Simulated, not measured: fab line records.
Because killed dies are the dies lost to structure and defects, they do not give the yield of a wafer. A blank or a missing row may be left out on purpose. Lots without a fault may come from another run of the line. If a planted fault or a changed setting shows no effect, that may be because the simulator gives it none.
fab line records	flow n5_finfet	part 2 of 2: steps 26 to 31 of 31
[record] lots = 5	wafers = 15	last_day = 19
route steps=1938 shown BEOL_M7@1322 BEOL_M8@1332
lots that met no fault: from a run of the same line without faults
start_h: hours from the record's opening day to when the first of the lot's shown wafers began	wait_h: hours from the lot's prior step to this one	" the same as in the row above	L1.1+2: several wafers, shown together as one row	- no value, or no start given	* or withheld: withheld	< > ~ a bound
route shown NAME@n: NAME is a module with steps in the file, n the number in the route of the first one	usual: average and standard deviation across the fault-free wafers	same: alike in all rows	chamber/n: place in a boat	sites: the reading at each site	_std_site: standard deviation across them	_edge_site: inner sites' mean taken away from outer sites' mean	radius_mm: for every site, how far away it sits from the centre of the wafer	mask NAME#n: copy n	behind: the most recent tool/chamber to have shaped the wafer	hold: why the lot was held/for how many hours/how that ended	device: the transistor (n, p or np) that didn't switch	end of line: tests run on the same wafers once the route is complete	for a step that has no rows: nothing shown but its recipe	killed: dies lost to structure and defects at the first sort, not the wafer's yield	map: a wafer's dies, marking killed ones x, the rest . and places with no die _
set.NAME: the run value of the setting; set.NAME@STEP: its run value at that earlier step	model.NAME: the simulator's own value behind a step, which no gauge read
lots at some steps of the route; a table a step, a row a wafer
services: from which hour (start_h, from the record's first day; less than 0 if before it) a tool's chamber was out of use, for how many hours, and why
[[steps]]
[step N5_BEOL_M8_INSPECT_13]
[recipe] mode = adi	inspect_instrument = brightfield
[usual] raw_defect_count = 397/100
lot.wafer	tool	chamber	start_h	wait_h	raw_defect_count
L078.2	defect_inspect-02	-	277.22	0.0	343
L078.5	"	-	"	"	510
L078.6	"	-	"	"	330
L081.2	defect_inspect-01	-	304.23	0.0	300
L081.5	"	-	"	"	248
L081.6	"	-	"	"	261
L087.3	defect_inspect-02	-	319.83	0.0	557
L087.4	"	-	"	"	505
L087.6	"	-	"	"	718
L086.2	defect_inspect-01	-	339.20	0.0	362
L086.3	"	-	"	"	327
L086.4	"	-	"	"	410
L093.2	defect_inspect-02	-	375.34	0.0	332
L093.3	"	-	"	"	295
L093.5	"	-	"	"	451
[step N5_BEOL_M8_DESCUM_16]
[recipe] chemistry = O2	time_s = 7.9	source_power_w = 50	bias_power_w = 20	pressure_mtorr = 20	rf_frequency_hz = 2.712e+07	temp_c = 40	resist = CAR-ArF	o2_flow_sccm = 225
[usual] drypump_motor_current_A = 5.8/0.49	o2_flow_sccm = 225.0/0.68	oes_product_au = 0.81/0.095	rf_vpp_V = 243.2/1.6	showerhead_plenum_p_Torr = 2.11/0.086	throttle_valve_pct = 20.4/0.38
lot.wafer	tool	chamber	start_h	wait_h	drypump_motor_current_A	o2_flow_sccm	oes_product_au	rf_hours_counter_h	rf_vpp_V	showerhead_plenum_p_Torr	throttle_valve_pct
L078.2	rie_diel-03	3	277.38	0.2	6.5	224.3	0.68	243	243.7	2.15	20.6
L078.5	"	2	"	"	5.3	225.0	0.73	-	242.8	2.01	20.2
L078.6	"	1	"	"	5.2	226.5	0.89	-	245.3	2.14	20.1
L081.2	rie_diel-04	1	304.85	0.6	6.4	224.8	0.85	57	244.0	2.13	20.2
L081.5	"	2	"	"	5.6	224.8	0.68	-	241.6	2.00	20.8
L081.6	"	3	"	"	5.2	224.4	0.90	-	246.2	2.23	20.0
L087.3	rie_diel-01	1	319.86	0.0	5.8	224.6	0.84	74	242.5	2.03	20.5
L087.4	"	3	"	"	6.0	224.1	0.85	88	242.1	2.04	20.1
L087.6	"	3	"	"	6.0	225.6	0.86	-	241.0	2.03	20.1
L086.2	rie_diel-01	2	339.23	0.0	6.6	225.6	0.71	207	242.5	2.00	21.0
L086.3	"	3	"	"	6.0	223.8	0.85	96	241.9	2.03	20.1
L086.4	"	1	"	"	5.7	224.7	0.83	-	242.7	2.02	20.5
L093.2	rie_diel-01	1	375.37	0.0	5.8	224.3	0.82	94	243.1	2.02	20.5
L093.3	"	3	"	"	6.0	225.7	0.82	110	241.2	2.03	20.2
L093.5	"	1	"	"	5.8	224.5	0.81	-	241.4	2.02	20.5
[step N5_BEOL_M8_ETCH_61]
[recipe] chemistry = CF4	target = SiARC	target_depth_a = 455	mask_material = CAR-ArF	time_s = 75.8	ion_energy_ev = 80	pressure_mtorr = 40	source_w = 545	bias_w = 36	Ar_flow_sccm = 100	cf4_flow_sccm = 100	ends = cleared
[usual] drypump_motor_current_A = 5.8/0.48	etch_rf_on_time_s = 77.0/1.1	mfc_ar_sccm = 100.0/0.32	oes_product_au = 0.69/0.077	rf_vpp_V = 184.0/1.3	showerhead_plenum_p_Torr = 2.15/0.084	throttle_valve_pct = 15.5/0.36
lot.wafer	tool	chamber	start_h	wait_h	drypump_motor_current_A	etch_rf_on_time_s	mfc_ar_sccm	oes_product_au	rf_hours_counter_h	rf_vpp_V	showerhead_plenum_p_Torr	throttle_valve_pct
L078.2	rie_diel-03	3	277.42	0.0	6.4	77.6	100.2	0.58	243	184.6	2.19	15.7
L078.5	"	2	"	"	5.3	76.6	100.0	0.63	-	183.8	2.05	15.4
L078.6	"	1	"	"	5.2	77.1	99.8	0.76	-	185.4	2.18	15.2
L081.2	rie_diel-04	1	304.88	0.0	6.4	77.9	100.0	0.70	57	184.9	2.16	15.3
L081.5	"	2	"	"	5.6	77.4	99.9	0.59	-	184.3	2.04	16.0
L081.6	"	3	"	"	5.1	77.6	100.4	0.76	-	186.7	2.26	15.1
L087.3	rie_diel-01	1	319.90	0.0	5.8	74.5	99.9	0.71	74	184.5	2.07	15.7
L087.4	"	3	"	"	6.0	74.4	100.2	0.72	88	183.0	2.08	15.3
L087.6	"	3	"	"	6.0	74.4	100.2	0.72	-	183.3	2.08	15.3
L086.2	rie_diel-01	2	339.27	0.0	6.5	77.1	99.4	0.60	207	183.8	2.04	16.1
L086.3	"	3	"	"	6.0	75.3	99.8	0.71	96	184.2	2.08	15.3
L086.4	"	1	"	"	5.7	75.8	99.7	0.70	-	181.7	2.07	15.7
L093.2	rie_diel-01	1	375.40	0.0	5.7	75.1	99.9	0.69	94	184.1	2.07	15.7
L093.3	"	3	"	"	5.9	74.4	100.2	0.71	110	183.3	2.07	15.3
L093.5	"	1	"	"	5.8	74.6	100.0	0.69	-	183.1	2.07	15.7
[step N5_BEOL_M8_ETCH_62]
[recipe] chemistry = N2/H2	target = SOC	target_depth_a = 1100	overetch_a = 220	mask_material = SiARC	temp_c = 40	time_s = 165	ion_energy_ev = 200	pressure_mtorr = 30	source_w = 840	bias_w = 150	n2_flow_sccm = 200	h2_flow_sccm = 200
[usual] drypump_motor_current_A = 5.8/0.49	oes_product_au = 0.69/0.076	rf_vpp_V = 524.1/2.9	showerhead_plenum_p_Torr = 2.55/0.11	throttle_valve_pct = 17.8/0.36
lot.wafer	tool	chamber	start_h	wait_h	drypump_motor_current_A	oes_product_au	rf_hours_counter_h	rf_vpp_V	showerhead_plenum_p_Torr	throttle_valve_pct
L078.2	rie_diel-03	3	277.47	0.0	6.5	0.59	243	525.3	2.62	18.1
L078.5	"	2	"	"	5.3	0.62	-	522.6	2.43	17.6
L078.6	"	1	"	"	5.2	0.77	-	524.4	2.60	17.5
L081.2	rie_diel-04	1	304.94	0.0	6.4	0.70	57	524.8	2.59	17.6
L081.5	"	2	"	"	5.6	0.58	-	521.9	2.40	18.1
L081.6	"	3	"	"	5.2	0.76	-	527.4	2.70	17.3
L087.3	rie_diel-01	1	319.95	0.0	5.8	0.71	74	520.6	2.47	17.9
L087.4	"	3	"	"	6.0	0.72	88	523.4	2.44	17.3
L087.6	"	3	"	"	6.0	0.72	-	521.9	2.44	17.3
L086.2	rie_diel-01	2	339.32	0.0	6.6	0.61	207	521.4	2.41	18.4
L086.3	"	3	"	"	5.9	0.71	96	521.5	2.44	17.3
L086.4	"	1	"	"	5.8	0.69	-	520.2	2.47	17.9
L093.2	rie_diel-01	1	375.46	0.0	5.8	0.69	94	520.9	2.46	17.9
L093.3	"	3	"	"	5.9	0.69	110	519.7	2.43	17.3
L093.5	"	1	"	"	5.7	0.68	-	523.0	2.46	17.9
[step N5_BEOL_M8_STRIP_68]
[recipe] chemistry = N2/H2	temp_c = 40	n2_flow_sccm = 200	h2_flow_sccm = 200	rf_frequency_hz = 6e+07
lot.wafer	tool	chamber	start_h	wait_h
L078.2+5+6	rie_diel-03	3,2,1	277.61	0.1
L081.2+5+6	rie_diel-04	1,2,3	305.07	0.1
L087.3+4+6	rie_diel-01	1,3,3	320.09	0.1
L086.2+3+4	rie_diel-01	2,3,1	339.46	0.1
L093.2+3+5	rie_diel-01	1,3,1	375.60	0.1
[step N5_BEOL_M8_STRIP_67]
[recipe] chemistry = CF4	resist = SiARC	power_w = 300	bias_power_w = 75	pressure_mtorr = 50	cf4_flow_sccm = 150	rf_frequency_hz = 6e+07
[usual] drypump_motor_current_A = 5.8/0.48	oes_product_au = 0.81/0.089	rf_vpp_V = 271.3/1.6	showerhead_plenum_p_Torr = 1.80/0.067	throttle_valve_pct = 13.5/0.38
lot.wafer	tool	chamber	start_h	wait_h	drypump_motor_current_A	oes_product_au	rf_hours_counter_h	rf_vpp_V	showerhead_plenum_p_Torr	throttle_valve_pct
L078.2	rie_diel-03	3	277.62	0.0	6.5	0.70	243	271.9	1.84	13.7
L078.5	"	2	"	"	5.3	0.74	-	269.7	1.71	13.4
L078.6	"	1	"	"	5.2	0.90	-	273.1	1.82	13.2
L081.2	rie_diel-04	1	305.08	0.0	6.4	0.84	57	272.3	1.80	13.2
L081.5	"	2	"	"	5.6	0.69	-	270.8	1.72	14.0
L081.6	"	3	"	"	5.2	0.90	-	272.9	1.89	13.0
L087.3	rie_diel-01	1	320.10	0.0	5.7	0.82	74	269.9	1.75	13.6
L087.4	"	3	"	"	6.0	0.83	88	270.2	1.74	13.2
L087.6	"	3	"	"	6.0	0.84	-	269.3	1.74	13.2
L086.2	rie_diel-01	2	339.47	0.0	6.6	0.73	207	269.4	1.72	14.1
L086.3	"	3	"	"	5.9	0.83	96	271.4	1.74	13.2
L086.4	"	1	"	"	5.8	0.82	-	269.2	1.74	13.7
L093.2	rie_diel-01	1	375.61	0.0	5.7	0.80	94	269.5	1.74	13.7
L093.3	"	3	"	"	5.9	0.81	110	271.3	1.73	13.3
L093.5	"	1	"	"	5.7	0.81	-	269.0	1.74	13.7
[[services]]
tool	chamber	start_h	hours	kind
rie_diel-03	1	252.93	10.3	repair
pecvd-01	-	284.69	6.0	pm
arfi_scanner-01	-	286.66	5.5	repair
rie_diel-04	2	296.24	7.2	repair
pecvd-03	-	296.50	5.5	pm
ecd_cu-02	-	299.59	0.7	repair
cvd_co-02	-	311.30	0.4	repair
arfi_scanner-01	-	327.77	4.9	pm
arfi_scanner-01	-	334.18	0.4	repair
arfi_scanner-01	-	337.26	1.3	repair
arfi_scanner-01	-	339.46	0.9	repair
uv_cure-02	-	343.51	0.6	repair
arfi_scanner-01	-	344.55	0.8	pm
ecd_cu-02	-	345.20	6.0	pm
rie_diel-03	0	346.69	3.6	repair
pecvd-03	-	346.72	1.8	repair
arfi_scanner-01	-	354.91	0.6	repair
rie_diel-03	3	355.22	1.7	repair
rie_diel-03	0	357.58	3.6	repair
rie_diel-04	0	357.66	5.9	repair
cvd_co-02	-	367.52	0.8	repair
arfi_scanner-01	-	367.84	1.3	pm
uv_cure-02	-	370.71	6.0	pm
rie_diel-03	-	374.21	0.7	repair
